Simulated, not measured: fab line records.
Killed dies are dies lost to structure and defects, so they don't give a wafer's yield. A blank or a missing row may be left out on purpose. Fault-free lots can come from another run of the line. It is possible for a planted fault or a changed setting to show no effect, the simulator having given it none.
fab line records	flow nandHarc
[record] lots = 6	wafers = 18	lastDay = 24
route steps=1159 shown A_M0@1004 A_M1@1026 END@1159
lots that met no fault: from a run of the same line without faults
startH: the number of hours between the record's first day and the start of the first shown wafer of the lot	waitH: hours from the lot's prior step to this one	" same as the row above	L1.1+2: a single row standing in for several wafers	- no value present, or no start provided	* or withheld: withheld	< > ~ a bound
route shown NAME@n: names a module that has steps shown in the file, with the first one's number in the route	usual: the fault-free wafers' mean and standard deviation	same: alike in all rows	chamber/n: place in a boat	sites: readings site by site	_std_site: standard deviation across them	_edge_site: the outer-site mean with the inner-site mean subtracted	radiusMm: how far each site lies from the wafer's centre	mask NAME#n: copy n	behind: the tool/chamber that last shaped the wafer	hold: cause of the lot's hold/its duration in hours/its outcome	device: the n, p or np transistor that did not switch	end of line: the route-end tests of the same wafers	a step without rows: its recipe alone	killed: dies that structure and defects cost at the first sort, which is not the same as the wafer's yield	map: shows each die of a wafer: x if killed, . if not, _ if none is there
set.NAME: the setting as run; set.NAME@STEP: as run at that earlier step	model.NAME: the simulator's own value behind a step, which no gauge read
a table for each step, a row for each wafer; lots at some steps of the route
services: when a tool's chamber went out of use (startH, in hours from the record's first day, below 0 if earlier), for how many hours, and the reason
[[steps]]
[step NHARC_A_M0_CD_MEAS_09]
[recipe] targetCdNm = 80	landingEnergyEv = 500
[usual] cdNm = 79.9/0.73
lot.wafer	tool	chamber	startH	waitH	cdNm
L843.1	cdSem-02	0	405.69	-	81.3
L843.2	"	0	"	"	80.5
L843.3	"	0	"	"	80.6
L844.2	cdSem-02	0	409.60	-	79.8
L844.3	"	0	"	"	79.3
L844.5	"	0	"	"	79.2
L856.2	cdSem-01	0	476.10	-	80.3
L856.4	"	0	"	"	80.6
L856.6	"	0	"	"	78.8
L862.1	cdSem-03	0	509.38	-	79.9
L862.4	"	0	"	"	80.2
L862.6	"	0	"	"	80.9
L861.1	cdSem-02	0	525.12	-	79.9
L861.3	"	0	"	"	80.0
L861.6	"	0	"	"	79.6
L863.2	cdSem-02	0	543.02	-	81.1
L863.4	"	0	"	"	82.1
L863.6	"	0	"	"	80.9
[step NHARC_A_M0_OVL_MEAS_10]
[recipe] pitchNm = 160
[usual] overlayXNm = -0.1/0.86	overlayYNm = 0.1/0.73
lot.wafer	tool	chamber	startH	waitH	overlayXNm	overlayYNm
L843.1	overlay-02	-	405.78	-	1.5	0.5
L843.2	"	-	"	"	1.2	0.7
L843.3	"	-	"	"	1.1	0.1
L844.2	overlay-02	-	409.69	-	0.0	0.0
L844.3	"	-	"	"	0.1	0.3
L844.5	"	-	"	"	0.4	0.5
L856.2	overlay-01	-	476.18	-	-0.4	-0.6
L856.4	"	-	"	"	-0.4	-1.2
L856.6	"	-	"	"	-0.4	-0.8
L862.1	overlay-02	-	509.47	-	0.4	0.1
L862.4	"	-	"	"	0.6	0.4
L862.6	"	-	"	"	0.7	-0.7
L861.1	overlay-01	-	525.21	-	0.3	0.1
L861.3	"	-	"	"	0.7	-0.1
L861.6	"	-	"	"	0.6	0.2
L863.2	overlay-01	-	543.10	-	0.3	-1.1
L863.4	"	-	"	"	0.5	-0.2
L863.6	"	-	"	"	1.2	-0.4
[step NHARC_A_M0_INSPECT_11]
[usual] rawDefectCount = 33/14
lot.wafer	tool	chamber	startH	waitH	rawDefectCount
L843.1	defectInspect-02	-	405.81	0.0	11
L843.2	"	-	"	"	6
L843.3	"	-	"	"	12
L844.2	defectInspect-02	-	409.73	0.0	32
L844.3	"	-	"	"	23
L844.5	"	-	"	"	45
L856.2	defectInspect-01	-	476.22	0.0	5
L856.4	"	-	"	"	9
L856.6	"	-	"	"	13
L862.1	defectInspect-01	-	509.51	0.0	32
L862.4	"	-	"	"	31
L862.6	"	-	"	"	35
L861.1	defectInspect-01	-	525.24	0.0	45
L861.3	"	-	"	"	51
L861.6	"	-	"	"	58
L863.2	defectInspect-01	-	543.14	0.0	34
L863.4	"	-	"	"	44
L863.6	"	-	"	"	40
[step NHARC_A_M0_DESCUM_14]
[recipe] timeS = 3	o2FlowSccm = 200	arFlowSccm = 0	biasPowerW = 0	chemistry = O2
[step NHARC_A_M0_ETCH_34]
[recipe] targetDepthA = 400	overetchA = 120	timeS = 43.94	ionEnergyEv = 200	n2FlowSccm = 150	h2FlowSccm = 150	arFlowSccm = 0	rfW = 400	biasW = 150	chemistry = N2/H2
[step NHARC_A_M0_ETCH_15]
[recipe] targetDepthA = 1500	overetchA = 150	timeS = 82.5	c4f8FlowSccm = withheld	arFlowSccm = 400	rfW = 600	biasW = 300	chemistry = C4F8/Ar
[step NHARC_A_M0_CD_MEAS_16]
[usual] cdNm = 79.7/1
lot.wafer	tool	chamber	startH	waitH	cdNm
L843.1	cdSem-02	-	406.18	-	81.8
L843.2	"	-	"	"	80.6
L843.3	"	-	"	"	80.9
L844.2	cdSem-03	-	410.09	-	79.2
L844.3	"	-	"	"	78.8
L844.5	"	-	"	"	79.2
L856.2	cdSem-03	-	476.58	-	80.0
L856.4	"	-	"	"	81.2
L856.6	"	-	"	"	78.7
L862.1	cdSem-02	-	509.86	-	79.1
L862.4	"	-	"	"	79.4
L862.6	"	-	"	"	81.2
L861.1	cdSem-03	-	525.60	-	78.8
L861.3	"	-	"	"	80.1
L861.6	"	-	"	"	80.1
L863.2	cdSem-02	-	543.50	-	80.1
L863.4	"	-	"	"	82.2
L863.6	"	-	"	"	81.9
[step NHARC_A_M0_STRIP_18]
[recipe] powerW = 1000	n2FlowSccm = 150	h2FlowSccm = 150	arFlowSccm = 0	biasW = 0	chemistry = N2/H2
[step NHARC_A_M0_STRIP_19]
[recipe] timeS = 600	tempC = 30	chemistry = postEtchResidueRemover
[step NHARC_A_M0_DEGAS_28]
[recipe] tempC = 250	timeS = 60
[step NHARC_A_M0_PRE_CLEAN_29]
[recipe] timeS = 30	tempC = 280	gas = H2/He
[step NHARC_A_M0_PVD_20]
[recipe] targetThkA = 50	biasV = 168.6	powerW = 15000	chamberPressurePa = 0.12	timeS = 8.06	substrateTempC = 50	material = TaN
[step NHARC_A_M0_PVD_21]
[recipe] targetThkA = 300	chamberPressurePa = 5	powerW = 5000	substrateTempC = 30	timeS = 20.49	material = Cu
[usual] throttleValvePct = 30.1/0.7
lot.wafer	tool	chamber	startH	waitH	throttleValvePct
L843.3	pvdSputter-03	-	407.02	-	30.5
L843.2	"	-	"	"	29.9
L843.1	"	-	"	"	28.5
L844.3	pvdSputter-03	-	410.94	-	28.5
L844.2	"	-	"	"	30.0
L844.5	"	-	"	"	28.6
L856.2	pvdSputter-02	-	477.43	-	30.4
L856.4	"	-	"	"	29.9
L856.6	"	-	"	"	30.3
L862.4	pvdSputter-03	-	510.70	-	30.3
L862.1	"	-	"	"	30.0
L862.6	"	-	"	"	30.4
L861.3	pvdSputter-01	-	526.44	-	29.8
L861.1	"	-	"	"	30.5
L861.6	"	-	"	"	30.7
L863.2	pvdSputter-02	-	544.35	-	30.4
L863.4	"	-	"	"	30.3
L863.6	"	-	"	"	30.4
[step NHARC_A_M0_ECD_22]
[recipe] targetThkA = 4000	bathTempC = 25	material = Cu
[step NHARC_A_M0_ANNEAL_30]
[recipe] tempC = 225	timeS = 90
[usual] wafer_temp_C_max = 226.0/0.34
lot.wafer	tool	chamber	startH	waitH	wafer_temp_C_max
L843.1	rtpAnneal-01	0	407.54	0.3	226.0
L843.2	"	0	"	"	225.9
L843.3	"	0	"	"	225.7
L844.2	rtpAnneal-02	0	411.50	-	225.5
L844.3	"	0	"	"	225.8
L844.5	"	0	"	"	225.6
L856.2	rtpAnneal-02	0	477.99	0.3	225.9
L856.4	"	0	"	"	225.7
L856.6	"	0	"	"	225.8
L862.1	rtpAnneal-01	0	511.37	0.4	226.0
L862.4	"	0	"	"	226.0
L862.6	"	0	"	"	226.3
L861.1	rtpAnneal-02	0	526.95	-	225.9
L861.3	"	0	"	"	225.7
L861.6	"	0	"	"	225.5
L863.2	rtpAnneal-01	0	545.14	0.5	226.3
L863.4	"	0	"	"	226.1
L863.6	"	0	"	"	226.9
[step NHARC_A_M0_CMP_23]
[recipe] tOverpolishS = 20	targetThkNm = 113.75
[usual] motorCurrentA = 12.6/1.4	timeToEndpointS = 27.9/2.9
lot.wafer	tool	chamber	startH	waitH	motorCurrentA	timeToEndpointS
L843.1	cmp-03	3	407.88	-	9.9	19.6
L843.2	"	1	"	"	13.1	19.9
L843.3	"	2	"	"	10.9	25.8
L844.2	cmp-01	0	411.80	-	12.4	28.2
L844.3	"	1	"	"	13.5	29.4
L844.5	"	0	"	"	12.9	27.3
L856.4	cmp-01	0	478.28	-	12.7	27.8
L856.2	"	1	"	"	14.4	30.0
L856.6	"	1	"	"	14.6	29.9
L862.1	cmp-02	0	511.78	-	12.9	30.4
L862.4	"	1	"	"	12.5	24.9
L862.6	"	2	"	"	12.0	31.8
L861.1	cmp-01	3	527.29	-	14.7	29.5
L861.3	"	0	"	"	12.4	25.8
L861.6	"	3	"	"	13.6	27.5
L863.2	cmp-01	3	545.47	-	14.9	31.3
L863.4	"	1	"	"	14.5	26.7
L863.6	"	2	"	"	12.2	29.4
[step NHARC_A_M0_SRD_25]
[step NHARC_A_M0_INSPECT_27]
[usual] rawDefectCount = 428/100
lot.wafer	tool	chamber	startH	waitH	rawDefectCount
L843.1	defectInspect-01	-	408.36	0.0	537
L843.2	"	-	"	"	384
L843.3	"	-	"	"	281
L844.2	defectInspect-01	-	412.27	0.0	381
L844.3	"	-	"	"	349
L844.5	"	-	"	"	331
L856.2	defectInspect-02	-	478.77	0.0	472
L856.4	"	-	"	"	389
L856.6	"	-	"	"	608
L862.1	defectInspect-02	-	512.20	0.0	317
L862.4	"	-	"	"	325
L862.6	"	-	"	"	434
L861.1	defectInspect-02	-	527.77	0.0	334
L861.3	"	-	"	"	345
L861.6	"	-	"	"	287
L863.2	defectInspect-02	-	545.91	0.0	320
L863.4	"	-	"	"	411
L863.6	"	-	"	"	745
[step NHARC_A_M0_PRE_CLEAN_31]
[recipe] timeS = 12	tempC = 370	rfPowerW = 300	gas = NH3
[step NHARC_A_M0_DEP_32]
[recipe] targetThkA = 300	tempC = 370	targetThkNm = 30	pressureTorr = 3	flowSccm = 200	rfW = 450	material = SiCN
[step NHARC_A_M1_DEP_00]
[recipe] targetThkA = 1825	targetThkNm = 182.5	tempC = withheld	pressureTorr = 5	flowSccm = 200	rfW = 600	material = SiOC
[step NHARC_A_M1_DEHYDRATE_01]
[recipe] tempC = 150	timeS = 120
[step NHARC_A_M1_HMDS_02]
[recipe] timeS = 30
[step NHARC_A_M1_COAT_34]
[recipe] tempC = 200	timeS = 65
[step NHARC_A_M1_COAT_03]
[recipe] spinRpm = 1500	resistThkNm = 90
[step NHARC_A_M1_SOFTBAKE_04]
[recipe] tempC = 105	timeS = 55
[step NHARC_A_M1_EBR_05]
[step NHARC_A_M1_EXPOSE_06]
[recipe] na = 1.35	targetCdNm = 120	doseMj = 75.13	maskId = A_M1
[step NHARC_A_M1_PEB_07]
[recipe] pebTempC = 100	pebTimeS = 65
[step NHARC_A_M1_DEVELOP_08]
[recipe] developTimeS = 35	devTempC = 23
[step NHARC_A_M1_CD_MEAS_09]
[recipe] targetCdNm = 120	landingEnergyEv = 500
[usual] cdNm = 119.3/0.7
lot.wafer	tool	chamber	startH	waitH	cdNm
L843.3	cdSem-03	0	409.88	-	118.8
L844.3	cdSem-03	0	413.67	-	120.4
L844.5	"	0	"	"	121.0
L856.2	cdSem-02	0	480.32	-	119.2
L856.4	"	0	"	"	118.7
L856.6	"	0	"	"	119.0
L862.1	cdSem-03	0	514.18	-	119.6
L862.4	"	0	"	"	119.3
L862.6	"	0	"	"	119.0
L861.1	cdSem-02	0	529.04	-	117.9
L861.3	"	0	"	"	118.2
L861.6	"	0	"	"	118.5
L863.2	cdSem-03	0	547.18	-	119.3
L863.4	"	0	"	"	120.7
L863.6	"	0	"	"	119.0
[step NHARC_A_M1_OVL_MEAS_10]
[recipe] pitchNm = 240
[usual] overlayXNm = -0.1/0.74	overlayYNm = 0.0/0.71
lot.wafer	tool	chamber	startH	waitH	overlayXNm	overlayYNm
L843.3	overlay-02	-	409.96	-	-0.4	1.1
L844.3	overlay-01	-	413.75	-	-0.2	-0.6
L844.5	"	-	"	"	-0.6	-1.0
L856.2	overlay-01	-	480.41	-	-1.5	0.1
L856.4	"	-	"	"	-1.6	0.2
L856.6	"	-	"	"	-1.3	0.3
L862.1	overlay-01	-	514.27	-	0.7	-0.1
L862.4	"	-	"	"	1.2	-0.5
L862.6	"	-	"	"	0.6	-0.3
L861.1	overlay-02	-	529.13	-	-0.7	-0.5
L861.3	"	-	"	"	-0.4	-0.2
L861.6	"	-	"	"	-0.5	-0.8
L863.2	overlay-01	-	547.26	-	0.1	0.3
L863.4	"	-	"	"	0.6	0.0
L863.6	"	-	"	"	0.7	-0.1
[step NHARC_A_M1_INSPECT_11]
[usual] rawDefectCount = 33/14
lot.wafer	tool	chamber	startH	waitH	rawDefectCount
L843.3	defectInspect-01	-	410.00	0.0	12
L844.3	defectInspect-02	-	413.79	0.0	22
L844.5	"	-	"	"	47
L856.2	defectInspect-01	-	480.44	0.0	8
L856.4	"	-	"	"	11
L856.6	"	-	"	"	11
L862.1	defectInspect-01	-	514.31	0.0	27
L862.4	"	-	"	"	34
L862.6	"	-	"	"	34
L861.1	defectInspect-01	-	529.16	0.0	46
L861.3	"	-	"	"	52
L861.6	"	-	"	"	50
L863.2	defectInspect-02	-	547.30	0.0	35
L863.4	"	-	"	"	43
L863.6	"	-	"	"	40
[step NHARC_A_M1_DESCUM_14]
[recipe] timeS = 3	o2FlowSccm = 200	arFlowSccm = 0	biasPowerW = 0	chemistry = O2
[usual] drypumpMotorCurrentA = 5.8/0.53	oesProductAu = 1.001/0.011	rfVppV = 57.8/0.89	showerheadPlenumPTorr = 1.92/0.071	throttleValvePct = 11.311/0.0082
lot.wafer	tool	chamber	startH	waitH	drypumpMotorCurrentA	oesProductAu	rfHoursCounterH	rfVppV	showerheadPlenumPTorr	throttleValvePct
L843.3	rieDiel-10	0	410.06	0.1	5.1	1.008	1	56.7	1.82	11.307
L844.3	rieDiel-09	2	413.87	0.1	6.5	0.994	9	57.2	1.88	11.317
L844.5	"	3	"	"	5.7	1.000	-	58.1	2.02	11.309
L856.4	rieDiel-09	3	480.50	0.1	5.7	1.013	3	57.4	2.02	11.306
L856.2	"	2	"	"	6.4	1.008	3	57.3	1.88	11.300
L856.6	"	3	"	"	5.7	1.010	-	57.7	2.02	11.305
L862.4	rieDiel-12	1	514.37	0.1	6.5	1.004	12	56.7	1.98	11.299
L862.1	"	0	"	"	6.0	1.006	11	58.8	1.96	11.308
L862.6	"	1	"	"	6.5	0.997	-	59.3	1.98	11.318
L861.3	rieDiel-12	3	529.23	0.1	6.2	0.990	11	57.1	1.89	11.316
L861.1	"	1	"	"	6.5	1.011	13	57.7	1.98	11.315
L861.6	"	2	"	"	5.0	1.007	-	58.6	1.87	11.321
L863.2	rieDiel-12	2	547.36	0.1	5.0	0.999	14	58.2	1.87	11.316
L863.4	"	3	"	"	6.2	0.975	12	58.1	1.89	11.300
L863.6	"	3	"	"	6.2	0.980	-	57.7	1.89	11.319
[step NHARC_A_M1_ETCH_35]
[recipe] targetDepthA = 400	overetchA = 120	timeS = 43.94	ionEnergyEv = 200	n2FlowSccm = 150	h2FlowSccm = 150	arFlowSccm = 0	rfW = 400	biasW = 150	chemistry = N2/H2
[usual] drypumpMotorCurrentA = 5.8/0.53	oesProductAu = 1.002/0.0094	rfVppV = 430.7/2.2	showerheadPlenumPTorr = 2.05/0.077	throttleValvePct = 14.171/0.0084
lot.wafer	tool	chamber	startH	waitH	drypumpMotorCurrentA	oesProductAu	rfHoursCounterH	rfVppV	showerheadPlenumPTorr	throttleValvePct
L843.3	rieDiel-10	1	410.15	0.1	5.8	0.996	1	431.9	2.09	14.174
L844.3	rieDiel-09	3	413.96	0.1	5.7	1.016	9	433.5	2.15	14.181
L844.5	"	2	"	"	6.5	0.997	-	429.5	2.01	14.171
L856.2	rieDiel-09	0	480.60	0.1	5.6	1.004	3	427.3	1.91	14.160
L856.4	"	2	"	"	6.5	1.005	3	431.0	2.01	14.180
L856.6	"	0	"	"	5.6	1.007	-	425.6	1.91	14.173
L862.4	rieDiel-12	0	514.47	0.1	5.9	0.998	11	430.8	2.09	14.168
L862.1	"	1	"	"	6.5	1.001	12	431.2	2.12	14.166
L862.6	"	3	"	"	6.2	0.993	-	429.9	2.01	14.150
L861.3	rieDiel-12	1	529.31	0.1	6.5	1.012	13	431.6	2.12	14.175
L861.1	"	3	"	"	6.2	0.985	11	430.4	2.01	14.169
L861.6	"	1	"	"	6.5	1.007	-	433.8	2.12	14.177
L863.2	rieDiel-12	0	547.45	0.1	6.0	1.000	13	432.0	2.09	14.166
L863.4	"	2	"	"	4.9	1.001	14	430.3	2.00	14.175
L863.6	"	0	"	"	6.0	0.995	-	431.1	2.09	14.171
[step NHARC_A_M1_ETCH_15]
[recipe] targetDepthA = 1825	timeS = 91.2	c4f8FlowSccm = withheld	arFlowSccm = 400	rfW = 600	biasW = 300	chemistry = C4F8/Ar
[usual] oesProductAu = 0.950/0.024	rfVppV = 441.0/2.3
lot.wafer	tool	chamber	startH	waitH	oesProductAu	rfHoursCounterH	rfVppV
L843.3	rieDiel-10	3	-	-	0.971	1	445.3
L844.3	rieDiel-09	2	-	-	0.922	9	440.9
L844.5	"	0	"	"	0.936	-	437.3
L856.2	rieDiel-09	0	-	-	0.965	3	437.6
L856.4	"	2	"	"	0.989	3	439.6
L856.6	"	3	"	"	0.976	-	444.2
L862.4	rieDiel-12	1	-	-	0.936	12	443.0
L862.1	"	2	"	"	0.925	11	438.7
L862.6	"	0	"	"	0.926	-	442.0
L861.1	rieDiel-12	0	-	-	0.933	12	443.1
L861.3	"	1	"	"	0.935	13	442.5
L861.6	"	2	"	"	0.943	-	438.5
L863.2	rieDiel-12	1	-	-	0.988	15	442.6
L863.4	"	0	"	"	0.981	13	441.9
L863.6	"	2	"	"	0.973	-	438.7
[step NHARC_A_M1_CD_MEAS_16]
[usual] cdNm = 119.5/0.98
lot.wafer	tool	chamber	startH	waitH	cdNm
L843.3	cdSem-03	-	410.38	-	120.2
L844.3	cdSem-01	-	414.20	-	120.4
L844.5	"	-	"	"	121.5
L856.2	cdSem-02	-	480.81	-	119.7
L856.4	"	-	"	"	117.7
L856.6	"	-	"	"	118.2
L862.1	cdSem-01	-	514.68	-	119.0
L862.4	"	-	"	"	118.2
L862.6	"	-	"	"	118.5
L861.1	cdSem-03	-	529.53	-	117.2
L861.3	"	-	"	"	117.2
L861.6	"	-	"	"	118.3
L863.2	cdSem-03	-	547.67	-	119.5
L863.4	"	-	"	"	119.8
L863.6	"	-	"	"	118.6
[step NHARC_A_M1_STRIP_18]
[recipe] powerW = 1000	n2FlowSccm = 150	h2FlowSccm = 150	arFlowSccm = 0	biasW = 0	chemistry = N2/H2
[step NHARC_A_M1_ETCH_28]
[recipe] targetDepthA = 300	overEtchFrac = 0.3	timeS = 72.99	ionEnergyEv = 150	cf4FlowSccm = 50	n2FlowSccm = 100	arFlowSccm = 150	rfW = 300	biasW = 100	chemistry = CF4/N2
[step NHARC_A_M1_STRIP_19]
[recipe] timeS = 600	tempC = 30	chemistry = postEtchResidueRemover
[step NHARC_END_SORT_01]
[recipe] tempC = 25
[usual] defectLimitedYield = 95.3/1.6	killedAtArray = 27/11	killedAtOther = 0.7/1.1	killedAtPeriphery = 3.6/2.4	killedDies = 32/11	killedOpen = 3.3/1.8	killedShort = 2.1/1.5	sort_bin_2_pct = 1.4/0.64	sort_bin_3_pct = 0.29/0.22	sort_bin_4_pct = 3.0/1.1	sortNPass = 645/11	sortRimYieldPct = 95/3.5	sortYieldPct = 95.3/1.6
[same] grossDies = 677	sort_bin_5_pct[%] = 0	sort_bin_6_pct[%] = 0	sort_bin_7_pct[%] = 0	sort_bin_8_pct[%] = 0	sortRimNGross = 106.00
lot.wafer	tool	chamber	startH	waitH	defectLimitedYield[%]	killedAtArray	killedAtOther	killedAtPeriphery	killedDies	killedOpen	killedShort	sort_bin_2_pct[%]	sort_bin_3_pct[%]	sort_bin_4_pct[%]	sortNPass	sortRimYieldPct[%]	sortYieldPct[%]
L843.1	prober-02	0	452.31	2.5	0	673	0	4	677	2	4	98.5	0.30	1.2	0	0	0
L843.2	prober-02	0	453.11	2.8	0	674	0	3	677	5	3	98.5	0.15	1.3	0	0	0
L844.2	prober-02	0	460.89	2.8	0	669	0	8	677	2	1	97.6	0	2.4	0	0	0
L844.3	prober-02	0	461.70	3.1	96.5	21	1	2	24	3	1	1.0	0.59	1.9	653	95	96.5
L844.5	prober-02	0	463.32	3.7	93.2	34	2	10	46	6	0	2.2	0.30	4.3	631	93	93.2
L862.1	prober-02	0	552.24	2.5	96.2	25	0	1	26	1	0	1.2	0.15	2.5	651	96	96.2
L862.4	prober-02	0	554.64	3.4	96.2	23	0	3	26	3	1	0.9	0.44	2.5	651	94	96.2
L862.6	prober-02	0	556.24	4.0	94.8	31	0	4	35	4	1	2.2	0.59	2.4	642	100	94.8
// killed by level:class
L843.1 A_M0:areaPvd=663 A_CONTACT:chamberFilmFlake=4 P_GATE:chamberFilmFlake=2 A_CHANNEL_HOLE_D1:chamberFilmFlake=2 P_M0:geometricParticle:short=1 P_M0:geometricParticle:open=1 A_ONON_D1:geometricParticle:short=1 A_CHANNEL_FILL_D1:geometricParticle:short=1
L843.2 A_M0:areaPvd=663 A_CHANNEL_FILL_D1:geometricParticle:open=2 P_GATE:chamberFilmFlake=2 P_M0:geometricParticle:open=1 A_CHANNEL_FILL_D1:geometricParticle:short=1 A_STAIRCASE:geometricParticle:short=1 A_WL_FILL:geometricParticle:open=1 A_WL_FILL:geometricParticle:short=1
L844.2 A_M0:areaPvd=648 A_CHANNEL_HOLE_D1:chamberFilmFlake=8 A_SLIT:chamberFilmFlake=7 P_CONTACT:chamberFilmFlake=6 A_ZERO_WELL:chamberFilmFlake=2 A_STAIRCASE:chamberFilmFlake=2 P_STI:geometricParticle:open=1 P_CONTACT:geometricParticle:open=1
L844.3 A_CHANNEL_HOLE_D1:chamberFilmFlake=7 A_SLIT:chamberFilmFlake=6 A_CONTACT:chamberFilmFlake=3 P_CONTACT:geometricParticle:open=1 A_CHANNEL_FILL_D1:geometricParticle:short=1 A_WL_FILL:geometricParticle:open=1 A_CONTACT:geometricParticle:open=1 P_CONTACT:chamberFilmFlake=1
L844.5 A_CHANNEL_HOLE_D1:chamberFilmFlake=14 A_SLIT:chamberFilmFlake=12 P_CONTACT:chamberFilmFlake=7 A_ZERO_WELL:chamberFilmFlake=2 THIN_TSV:chamberFilmFlake=2 P_CONTACT:geometricParticle:open=1 P_M0:geometricParticle:open=1 P_M1:geometricParticle:open=1
L862.1 A_SLIT:chamberFilmFlake=9 A_CHANNEL_HOLE_D1:chamberFilmFlake=7 A_STAIRCASE:chamberFilmFlake=4 A_CONTACT:chamberFilmFlake=2 A_M0:geometricParticle:open=1 P_STI:chamberFilmFlake=1 A_ZERO_WELL:chamberFilmFlake=1 A_BONDPAD:chamberFilmFlake=1
L862.4 A_SLIT:chamberFilmFlake=12 A_CHANNEL_HOLE_D1:chamberFilmFlake=3 A_CONTACT:geometricParticle:open=2 A_BONDPAD:chamberFilmFlake=2 P_CONTACT:geometricParticle:short=1 A_CHANNEL_FILL_D1:geometricParticle:open=1 P_STI:chamberFilmFlake=1 P_GATE:chamberFilmFlake=1
L862.6 A_SLIT:chamberFilmFlake=18 A_CONTACT:chamberFilmFlake=4 A_CHANNEL_HOLE_D1:chamberFilmFlake=3 A_BONDPAD:chamberFilmFlake=2 P_STI:geometricParticle:short=1 P_CONTACT:geometricParticle:open=1 P_M0:geometricParticle:open=1 A_CHANNEL_HOLE_D1:geometricParticle:open=1
// map L843.1 (x killed, . not)
____________x____________
_________xxxxxxx_________
_______xxxxxxxxxxx_______
______xxxxxxxxxxxxx______
_____xxxxxxxxxxxxxxx_____
____xxxxxxxxxxxxxxxxx____
____xxxxxxxxxxxxxxxxx____
___xxxxxxxxxxxxxxxxxxx___
___xxxxxxxxxxxxxxxxxxx___
__xxxxxxxxxxxxxxxxxxxxx__
__xxxxxxxxxxxxxxxxxxxxx__
_xxxxxxxxxxxxxxxxxxxxxxx_
_xxxxxxxxxxxxxxxxxxxxxxx_
_xxxxxxxxxxxxxxxxxxxxxxx_
_xxxxxxxxxxxxxxxxxxxxxxx_
_xxxxxxxxxxxxxxxxxxxxxxx_
xxxxxxxxxxxxxxxxxxxxxxxxx
xxxxxxxxxxxxxxxxxxxxxxxxx
xxxxxxxxxxxxxxxxxxxxxxxxx
xxxxxxxxxxxxxxxxxxxxxxxxx
xxxxxxxxxxxxxxxxxxxxxxxxx
_xxxxxxxxxxxxxxxxxxxxxxx_
_xxxxxxxxxxxxxxxxxxxxxxx_
_xxxxxxxxxxxxxxxxxxxxxxx_
_xxxxxxxxxxxxxxxxxxxxxxx_
_xxxxxxxxxxxxxxxxxxxxxxx_
__xxxxxxxxxxxxxxxxxxxxx__
__xxxxxxxxxxxxxxxxxxxxx__
___xxxxxxxxxxxxxxxxxxx___
___xxxxxxxxxxxxxxxxxxx___
____xxxxxxxxxxxxxxxxx____
____xxxxxxxxxxxxxxxxx____
_____xxxxxxxxxxxxxxx_____
______xxxxxxxxxxxxx______
_______xxxxxxxxxxx_______
_________xxxxxxx_________
____________x____________
// map L844.2 (x killed, . not)
____________x____________
_________xxxxxxx_________
_______xxxxxxxxxxx_______
______xxxxxxxxxxxxx______
_____xxxxxxxxxxxxxxx_____
____xxxxxxxxxxxxxxxxx____
____xxxxxxxxxxxxxxxxx____
___xxxxxxxxxxxxxxxxxxx___
___xxxxxxxxxxxxxxxxxxx___
__xxxxxxxxxxxxxxxxxxxxx__
__xxxxxxxxxxxxxxxxxxxxx__
_xxxxxxxxxxxxxxxxxxxxxxx_
_xxxxxxxxxxxxxxxxxxxxxxx_
_xxxxxxxxxxxxxxxxxxxxxxx_
_xxxxxxxxxxxxxxxxxxxxxxx_
_xxxxxxxxxxxxxxxxxxxxxxx_
xxxxxxxxxxxxxxxxxxxxxxxxx
xxxxxxxxxxxxxxxxxxxxxxxxx
xxxxxxxxxxxxxxxxxxxxxxxxx
xxxxxxxxxxxxxxxxxxxxxxxxx
xxxxxxxxxxxxxxxxxxxxxxxxx
_xxxxxxxxxxxxxxxxxxxxxxx_
_xxxxxxxxxxxxxxxxxxxxxxx_
_xxxxxxxxxxxxxxxxxxxxxxx_
_xxxxxxxxxxxxxxxxxxxxxxx_
_xxxxxxxxxxxxxxxxxxxxxxx_
__xxxxxxxxxxxxxxxxxxxxx__
__xxxxxxxxxxxxxxxxxxxxx__
___xxxxxxxxxxxxxxxxxxx___
___xxxxxxxxxxxxxxxxxxx___
____xxxxxxxxxxxxxxxxx____
____xxxxxxxxxxxxxxxxx____
_____xxxxxxxxxxxxxxx_____
______xxxxxxxxxxxxx______
_______xxxxxxxxxxx_______
_________xxxxxxx_________
____________x____________
[[services]]
tool	chamber	startH	hours	kind
cmp-01	-	385.36	3.8	repair
rieDiel-09	2	387.33	7.3	repair
rieDiel-10	0	389.63	13.2	repair
pvdSputter-02	-	392.07	10.0	pm
rieDiel-09	0	404.31	5.1	repair
rieDiel-09	1	409.94	12.6	repair
cmp-03	-	421.20	0.4	repair
cmp-02	-	424.41	4.0	pm
pvdSputter-02	-	425.47	38.2	repair
cmp-02	-	429.89	0.8	repair
rieDiel-09	-	431.41	9.0	pm
rieDiel-10	-	434.32	15.4	repair
cmp-03	-	444.97	3.8	repair
cmp-03	-	450.02	4.0	pm
cmp-02	-	455.94	0.7	repair
rieDiel-12	0	456.85	7.4	repair
rieDiel-10	0	456.87	8.5	repair
cmp-01	-	473.93	4.0	pm
cmp-01	-	491.21	1.1	repair
pvdSputter-03	-	498.34	10.0	pm
rieDiel-12	3	500.90	7.7	repair
cmp-01	-	504.71	1.7	repair
rieDiel-09	0	517.63	18.2	repair
pvdSputter-02	-	533.30	3.0	repair
[[key]]
[firstSign] step = NHARC_END_SORT_01	reading = sort_bin_2_pct	direction = up	sigmas = 99+	usual = 1.4	struck = 98.2
[effect] step = NHARC_END_SORT_01	reading = killedAtArray	direction = up	sigmas = 60	usual = 27	struck = 672
[moreKillsBornAt] NHARC_A_M0_PVD_21@pvdSputter-03 = 1974
metAt NHARC_A_M0_PVD_21
struckWafers L843.1,L843.2,L844.2
laterRowsLeftOut L843.1,L843.2,L844.2
[fault] kind = processParameterDrift	tool = pvdSputter-03	chamber = -	onsetH = 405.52	steps = NHARC_A_M0_PVD_21	channel = targetThkA	offset = *	shape = step	endH = 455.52	scope = struckWafersOnly	actsIn = *	stated = *
// laterRowsLeftOut: the simulator's readings of these wafers behind a module that went badly wrong aren't trusted and aren't shown, but for the sort
